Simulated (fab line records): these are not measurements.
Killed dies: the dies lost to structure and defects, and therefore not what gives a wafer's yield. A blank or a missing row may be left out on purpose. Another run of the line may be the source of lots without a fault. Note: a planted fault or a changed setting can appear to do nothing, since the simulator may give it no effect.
Matching of chambers :: flow nand harc :: NHARC_A_CONTACT_ETCH_75 on rie diel-01 has 4 sister chambers
The step etches the open film in CF4, target depth 39 nm, time 65 s. 4 wafers are shown with their chamber, then 7 later ones without.

== WAFERS PAIRED WITH THEIR CHAMBERS ==
wafer: L078.5
chamber: 0
showerhead plenum p Torr (Torr): 1.67

wafer: L084.6
chamber: 2
showerhead plenum p Torr (Torr): 1.66

wafer: L085.2
chamber: 1
showerhead plenum p Torr (Torr): 1.72

wafer: L085.3
chamber: 3
showerhead plenum p Torr (Torr): 1.77

== WAFERS MISSING THEIR CHAMBER ==
wafer: L085.5
showerhead plenum p Torr (Torr): 1.66

wafer: L087.1
showerhead plenum p Torr (Torr): 1.66

wafer: L087.2
showerhead plenum p Torr (Torr): 1.72

wafer: L087.3
showerhead plenum p Torr (Torr): 1.77

wafer: L094.2
showerhead plenum p Torr (Torr): 1.76

wafer: L094.4
showerhead plenum p Torr (Torr): 1.65

wafer: L094.6
showerhead plenum p Torr (Torr): 1.71

== WHICH CHAMBER EACH ONE RAN IN ==
wafer: L085.5
from the rows above: can't be placed: 2 or 0
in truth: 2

wafer: L087.1
from the rows above: can't be placed: 2 or 0
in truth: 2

wafer: L087.2
from the rows above: 1
in truth: 1

wafer: L087.3
from the rows above: 3
in truth: 3

wafer: L094.2
from the rows above: 3
in truth: 3

wafer: L094.4
from the rows above: can't be placed: 2 or 0
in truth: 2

wafer: L094.6
from the rows above: 1
in truth: 1
Correct placement for 4 of the 7. Unplaceable from these rows: 3, with the true chamber sitting among the candidates in 3. Wrongly placed: 0.
How it was worked out, from the rows above alone: a wafer's distance from a chamber is the root of the sum, over the readings, of the square of ((its reading less the chamber's mean) divided by the reading's scatter). The wafer belongs to the nearest chamber; if the next one is less than 2 further off, it can't be placed. For every chamber, the mean is computed from those of its wafers that are shown. The scatter: with one shown wafer a chamber, the root of the mean of the squares of how far each hidden wafer lies from its nearest shown one.
